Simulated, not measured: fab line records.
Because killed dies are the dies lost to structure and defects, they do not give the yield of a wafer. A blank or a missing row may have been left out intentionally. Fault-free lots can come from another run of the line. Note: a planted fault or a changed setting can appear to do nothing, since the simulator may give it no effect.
Chamber matching -- flow n5Finfet -- N5_BEOL_M11_ALD_74 on aldMetal-02 has 4 sister chambers
The step deposits TaN, target thk 2 nm, pulse time 2 s, purge time 3 s. 8 wafers are shown with their chamber, then 7 later ones without.

WAFERS WITH THEIR CHAMBER
wafer,chamber,heaterPowerW (W)
L762.5,0,490
L767.6,2,368
L768.6,1,378
L772.1,0,485
L772.3,3,426
L772.6,1,378
L773.3,3,436
L773.4,2,372

WAFERS WITH NO CHAMBER GIVEN
wafer,heaterPowerW (W)
L773.6,426
L774.2,423
L774.4,376
L774.6,488
L779.2,380
L779.3,368
L779.5,385

WHICH CHAMBER EACH ONE RAN IN
wafer,from the rows above,in truth
L773.6,3,3
L774.2,3,3
L774.4,can't be placed: 1 or 2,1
L774.6,0,0
L779.2,can't be placed: 1 or 2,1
L779.3,can't be placed: 2 or 1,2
L779.5,can't be placed: 1 or 2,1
3 of 7 placed correctly. These rows do not allow placing 4 (true chamber among the candidates in 4). Number placed wrongly: 0.
How it was worked out, from the rows above alone: a wafer's distance from a chamber is the root of the sum, over the readings, of the square of ((its reading less the chamber's mean) divided by the reading's scatter). The wafer belongs to the nearest chamber; if the next one is less than 2 further off, it can't be placed. The mean given for a chamber averages the wafers shown for that chamber. The scatter: take each reading less its chamber's mean, square it, sum over the shown wafers, divide by the number of wafers less the number of chambers, and take the root.
